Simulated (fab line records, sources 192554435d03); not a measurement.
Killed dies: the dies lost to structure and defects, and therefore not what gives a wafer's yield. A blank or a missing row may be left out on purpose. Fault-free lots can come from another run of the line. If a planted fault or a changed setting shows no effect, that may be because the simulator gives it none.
Matching of chambers | flow n5 finfet | N5_PMOS_HMC_CHANNEL_EPI_HM_DEP_34 on pecvd-02 has 3 sister chambers
The step deposits SiO2 from TEOS/O2, target thk 36 nm, time 6.9 s. 3 wafers are shown with their chamber, then 9 later ones without.

== WAFERS, EACH WITH ITS CHAMBER ==
wafer  | chamber | throttle valve pct (%)
L912.6 | 2       | 17.2
L915.4 | 1       | 19.4
L915.6 | 0       | 18.3

== WAFERS MISSING THEIR CHAMBER ==
wafer  | throttle valve pct (%)
L917.2 | 19.2
L917.3 | 17.2
L917.5 | 17.1
L920.1 | 18.2
L920.5 | 19.5
L920.6 | 17.3
L928.1 | 19.1
L928.3 | 17.2
L928.5 | 17.9

== THE CHAMBER EACH PASSED THROUGH ==
wafer  | from the rows above     | in truth
L917.2 | 1                       | 1
L917.3 | 2                       | 2
L917.5 | 2                       | 2
L920.1 | 0                       | 0
L920.5 | 1                       | 1
L920.6 | 2                       | 2
L928.1 | 1                       | 1
L928.3 | 2                       | 2
L928.5 | can't be placed: 0 or 2 | 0
Correct placement for 8 of the 9. Not placeable from these rows: 1 (in 1, the candidates include the true chamber). Placed wrongly: 0.
How it was worked out, from the rows above alone: a wafer's distance from a chamber is the root of the sum, over the readings, of the square of ((its reading less the chamber's mean) divided by the reading's scatter). The wafer belongs to the nearest chamber; if the next one is less than 2 further off, it can't be placed. For every chamber, the mean is computed from those of its wafers that are shown. The scatter: root of mean squared gap, hidden wafer to nearest shown wafer, with one shown wafer a chamber.
